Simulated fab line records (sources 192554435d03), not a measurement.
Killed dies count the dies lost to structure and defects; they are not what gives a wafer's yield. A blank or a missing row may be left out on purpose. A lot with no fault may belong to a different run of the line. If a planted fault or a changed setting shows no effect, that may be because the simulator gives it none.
fab line records -- flow n5-finfet -- part 2 of 2: steps 30 to 43 of 43
record lots=5, wafers=15, last-day=16
route steps=1938 shown ZERO_LAYER@3 WELL_APT@20
lots that met no fault: from a run of the same line without faults
start-h: hours from the record's first day to the start of the lot's first wafer shown -- wait-h: time in hours since the lot's previous step -- " as in the row above -- L1.1+2: a single row standing in for several wafers -- - value missing, or start not given -- * or withheld: withheld -- < > ~ a bound
route shown NAME@n: NAME is a module with steps in the file, n the number in the route of the first one -- usual: mean/standard deviation of fault-free wafers -- same: alike in all rows -- chamber/n: place in a boat -- sites: readings site by site -- _std_site: the values' standard deviation -- _edge_site: the outer-site mean with the inner-site mean subtracted -- radius-mm: how far each site lies from the wafer's centre -- mask NAME#n: copy n -- behind: the most recent tool/chamber to have shaped the wafer -- hold: the reason the lot was held/the length of the hold in hours/how it ended -- device: the transistor (n, p or np) that didn't switch -- end of line: at the end of the route, the tests of the same wafers -- a step with no rows: only its recipe -- killed: the dies lost at the first sort to structure and to defects; this is not the yield of the wafer -- map: a wafer's dies, x killed, . not, _ none there
set.NAME: the setting the step ran with; set.NAME@STEP: the setting that earlier step ran with -- model.NAME: the simulator's own value behind a step, which no gauge read
a table for each step, a row for each wafer; lots at some steps of the route
services: a tool's chamber out of use, with start hour (start-h, from the record's first day; less than 0 if before it), hours out, and reason
## steps
# step N5_WELL_APT_IMPLANT_14
# recipe species=P, energy-kev=160, dose-cm2=1.5e+13, tilt-deg=0, rotation-deg=0
# usual beam-energy-keV=160.01/0.048
lot.wafer,tool,chamber,start-h,wait-h,beam-energy-keV
L080.3,implanter-01,0,49.93,0.1,160.05
L080.5,implanter-01,0,49.93,0.1,160.06
L080.6,implanter-01,0,49.93,0.1,160.04
L083.3,implanter-02,0,67.93,0.1,159.99
L083.5,implanter-02,0,67.93,0.1,159.96
L083.6,implanter-02,0,67.93,0.1,160.05
L084.2,implanter-01,0,74.09,0.1,160.08
L084.4,implanter-01,0,74.09,0.1,160.06
L084.5,implanter-01,0,74.09,0.1,160.00
L090.2,implanter-01,0,110.02,0.1,160.07
L090.4,implanter-01,0,110.02,0.1,159.97
L090.6,implanter-01,0,110.02,0.1,160.05
L094.1,implanter-02,0,134.05,0.1,160.13
L094.3,implanter-02,0,134.05,0.1,160.07
L094.4,implanter-02,0,134.05,0.1,160.02
# step N5_WELL_APT_IMPLANT_15
# recipe species=As, energy-kev=25, dose-cm2=1.5e+13, tilt-deg=0, rotation-deg=0
# usual beam-energy-keV=25.000/0.0075
lot.wafer,tool,chamber,start-h,wait-h,beam-energy-keV
L080.3,implanter-01,0,50.11,0.1,24.996
L080.5,implanter-01,0,50.11,0.1,24.996
L080.6,implanter-01,0,50.11,0.1,25.001
L083.3,implanter-02,0,68.11,0.1,25.003
L083.5,implanter-02,0,68.11,0.1,24.995
L083.6,implanter-02,0,68.11,0.1,25.000
L084.2,implanter-01,0,74.27,0.1,24.983
L084.4,implanter-01,0,74.27,0.1,25.000
L084.5,implanter-01,0,74.27,0.1,24.978
L090.2,implanter-01,0,110.20,0.1,24.999
L090.4,implanter-01,0,110.20,0.1,24.999
L090.6,implanter-01,0,110.20,0.1,24.995
L094.1,implanter-02,0,134.23,0.1,24.996
L094.3,implanter-02,0,134.23,0.1,25.015
L094.4,implanter-02,0,134.23,0.1,25.000
# step N5_WELL_APT_STRIP_16
# recipe chemistry=SPM, time-s=900, temp-c=130, h2so4-h2o2-vol-ratio=4, dry=ipa-marangoni
# usual bath-guard-temp-C=130.0/0.5
lot.wafer,tool,chamber,start-h,wait-h,bath-guard-temp-C
L080.3,wet-bench-03,4,50.26,0.1,131.0
L080.5,wet-bench-03,5,50.26,0.1,129.6
L080.6,wet-bench-03,2,50.26,0.1,130.3
L083.3,wet-bench-03,7,68.26,0.1,129.6
L083.5,wet-bench-03,3,68.26,0.1,129.5
L083.6,wet-bench-03,2,68.26,0.1,130.2
L084.2,wet-bench-05,1,74.45,0.1,130.2
L084.4,wet-bench-05,3,74.45,0.1,130.0
L084.5,wet-bench-05,4,74.45,0.1,129.8
L090.2,wet-bench-06,4,110.38,0.1,130.4
L090.4,wet-bench-06,6,110.38,0.1,129.6
L090.6,wet-bench-06,7,110.38,0.1,129.7
L094.1,wet-bench-06,6,134.44,0.2,129.7
L094.3,wet-bench-06,3,134.44,0.2,129.0
L094.4,wet-bench-06,7,134.44,0.2,130.2
# step N5_WELL_APT_HMDS_18
# recipe time-s=60, temp-c=120
lot.wafer,tool,chamber,start-h,wait-h
L080.3+5+6,litho-track-02,0,50.53,0.0
L083.3+5+6,litho-track-04,0,68.83,0.0
L084.2+4+5,litho-track-02,0,74.73,0.0
L090.2+4+6,litho-track-02,0,110.66,0.0
L094.1+3+4,litho-track-04,0,134.71,0.0
# step N5_WELL_APT_COAT_19
# recipe spin-rpm=1357, resist-thk-nm=950
# usual spin-speed-rpm=1357.0/0.94
lot.wafer,tool,chamber,start-h,wait-h,spin-speed-rpm
L080.3,litho-track-02,0,-,-,1356.1
L080.5,litho-track-02,0,-,-,1355.8
L080.6,litho-track-02,0,-,-,1355.9
L083.3,litho-track-04,0,-,-,1356.4
L083.5,litho-track-04,0,-,-,1357.4
L083.6,litho-track-04,0,-,-,1357.4
L084.2,litho-track-02,0,-,-,1358.2
L084.4,litho-track-02,0,-,-,1357.4
L084.5,litho-track-02,0,-,-,1357.6
L090.2,litho-track-02,0,-,-,1356.8
L090.4,litho-track-02,0,-,-,1356.3
L090.6,litho-track-02,0,-,-,1355.8
L094.1,litho-track-04,0,-,-,1357.3
L094.3,litho-track-04,0,-,-,1357.0
L094.4,litho-track-04,0,-,-,1357.4
# step N5_WELL_APT_EBR_21
# recipe solvent=PGMEA, ebr-width-mm=1.5
lot.wafer,tool,chamber,start-h,wait-h
L080.3+5+6,litho-track-02,0,-,-
L083.3+5+6,litho-track-04,0,-,-
L084.2+4+5,litho-track-02,0,-,-
L090.2+4+6,litho-track-02,0,-,-
L094.1+3+4,litho-track-04,0,-,-
# step N5_WELL_APT_SOFTBAKE_20
# recipe temp-c=130, time-s=60
lot.wafer,tool,chamber,start-h,wait-h
L080.3+5+6,litho-track-02,0,-,-
L083.3+5+6,litho-track-04,0,-,-
L084.2+4+5,litho-track-02,0,-,-
L090.2+4+6,litho-track-02,0,-,-
L094.1+3+4,litho-track-04,0,-,-
# step N5_WELL_APT_EXPOSE_22
# recipe mask-id=PWELL, na=0.8, source-shape=conventional, sigma-outer=0.8, polarization=unpolarized, defocus-nm=0, target-cd-nm=200, dose-mj=23.2
# same na=0.8
lot.wafer,tool,chamber,start-h,wait-h,mask
L080.3+5+6,krf-scanner-01,0,50.64,-,PWELL#0
L083.3+5+6,krf-scanner-02,0,68.94,-,PWELL#0
L084.2+4+5,krf-scanner-01,0,74.95,-,PWELL#0
L090.2+4+6,krf-scanner-01,0,110.76,-,PWELL#0
L094.1+3+4,krf-scanner-01,0,134.81,-,PWELL#0
# step N5_WELL_APT_PEB_23
# recipe peb-temp-c=130, peb-time-s=90
lot.wafer,tool,chamber,start-h,wait-h
L080.3+5+6,litho-track-05,0,50.69,0.0
L083.3+5+6,litho-track-02,0,68.99,0.0
L084.2+4+5,litho-track-04,0,75.01,0.0
L090.2+4+6,litho-track-04,0,110.81,0.0
L094.1+3+4,litho-track-04,0,134.87,0.1
# step N5_WELL_APT_DEVELOP_24
# recipe develop-time-s=45, rinse-liquid=surfactant-rinse, dry=air-spin, dev-temp-c=21
lot.wafer,tool,chamber,start-h,wait-h
L080.3+5+6,litho-track-05,0,-,-
L083.3+5+6,litho-track-02,0,-,-
L084.2+4+5,litho-track-04,0,-,-
L090.2+4+6,litho-track-04,0,-,-
L094.1+3+4,litho-track-04,0,-,-
# step N5_WELL_APT_HARDBAKE_29
# recipe temp-c=130, time-s=120
lot.wafer,tool,chamber,start-h,wait-h
L080.3+5+6,litho-track-05,0,-,-
L083.3+5+6,litho-track-02,0,-,-
L084.2+4+5,litho-track-04,0,-,-
L090.2+4+6,litho-track-04,0,-,-
L094.1+3+4,litho-track-04,0,-,-
# step N5_WELL_APT_CD_MEAS_25
# recipe target-cd-nm=200, landing-energy-ev=500, detector=se-inlens
# usual cd-nm=200.5/2.1
lot.wafer,tool,chamber,start-h,wait-h,cd-nm
L080.3,cd-sem-03,0,50.80,-,204.5
L080.5,cd-sem-03,0,50.80,-,203.4
L080.6,cd-sem-03,0,50.80,-,205.3
L083.3,cd-sem-03,0,69.10,-,201.9
L083.5,cd-sem-03,0,69.10,-,202.4
L083.6,cd-sem-03,0,69.10,-,198.2
L084.2,cd-sem-02,0,75.12,-,202.5
L084.4,cd-sem-02,0,75.12,-,201.3
L084.5,cd-sem-02,0,75.12,-,202.4
L090.2,cd-sem-03,0,110.93,-,203.3
L090.4,cd-sem-03,0,110.93,-,201.3
L090.6,cd-sem-03,0,110.93,-,199.1
L094.1,cd-sem-01,0,134.98,-,202.6
L094.3,cd-sem-01,0,134.98,-,202.2
L094.4,cd-sem-01,0,134.98,-,200.4
# step N5_WELL_APT_OVL_MEAS_26
# recipe points-per-wafer=44
# usual PWELL_OVL=0/6.2
lot.wafer,tool,chamber,start-h,wait-h,PWELL_OVL[nm]
L080.3,overlay-02,0,50.83,0.0,-15
L080.5,overlay-02,0,50.83,0.0,-14
L080.6,overlay-02,0,50.83,0.0,-20
L083.3,overlay-01,0,69.13,0.0,3
L083.5,overlay-01,0,69.13,0.0,5
L083.6,overlay-01,0,69.13,0.0,6
L084.2,overlay-01,0,75.15,0.0,-7
L084.4,overlay-01,0,75.15,0.0,0
L084.5,overlay-01,0,75.15,0.0,4
L090.2,overlay-02,0,110.97,0.0,2
L090.4,overlay-02,0,110.97,0.0,-4
L090.6,overlay-02,0,110.97,0.0,-2
L094.1,overlay-02,0,135.04,0.1,5
L094.3,overlay-02,0,135.04,0.1,-3
L094.4,overlay-02,0,135.04,0.1,1
# step N5_WELL_APT_INSPECT_27
# recipe mode=adi, inspect-instrument=macro
# usual raw-defect-count=2.1/1.4
lot.wafer,tool,chamber,start-h,wait-h,raw-defect-count
L080.3,defect-inspect-01,-,50.86,0.0,1
L080.5,defect-inspect-01,-,50.86,0.0,2
L080.6,defect-inspect-01,-,50.86,0.0,1
L083.3,defect-inspect-02,-,69.16,0.0,0
L083.5,defect-inspect-02,-,69.16,0.0,4
L083.6,defect-inspect-02,-,69.16,0.0,1
L084.2,defect-inspect-01,-,75.18,0.0,2
L084.4,defect-inspect-01,-,75.18,0.0,1
L084.5,defect-inspect-01,-,75.18,0.0,3
L090.2,defect-inspect-01,-,110.99,0.0,4
L090.4,defect-inspect-01,-,110.99,0.0,1
L090.6,defect-inspect-01,-,110.99,0.0,2
L094.1,defect-inspect-02,-,135.07,0.0,1
L094.3,defect-inspect-02,-,135.07,0.0,1
L094.4,defect-inspect-02,-,135.07,0.0,1
## services
tool,chamber,start-h,hours,kind
implanter-02,-,26.76,1.9,repair
krf-scanner-01,-,30.11,1.0,pm
rie-diel-06,1,31.18,3.3,repair
krf-scanner-02,-,43.85,4.0,pm
rie-diel-02,-,46.50,0.5,repair
rie-diel-01,0,51.63,3.6,repair
rie-diel-05,1,72.84,5.6,repair
krf-scanner-02,-,82.13,0.5,repair
pecvd-01,-,83.17,6.0,pm
krf-scanner-02,-,87.12,1.0,pm
rie-si-03,-,89.44,14.6,pm
krf-scanner-02,-,89.51,1.3,pm
pecvd-01,-,89.86,14.6,pm
krf-scanner-01,-,97.57,1.3,pm
wet-bench-04,-,101.59,3.4,repair
rie-diel-02,2,106.52,6.9,repair
rie-diel-01,0,112.49,8.4,repair
rie-diel-02,1,113.58,17.4,repair
wet-bench-02,-,114.59,4.4,pm
rie-diel-05,1,115.02,3.4,repair
rie-si-03,-,117.25,2.8,pm
rie-diel-02,2,118.32,7.8,repair
rie-si-03,-,125.66,0.3,repair
litho-track-05,-,133.47,-,consumable-replace:filter
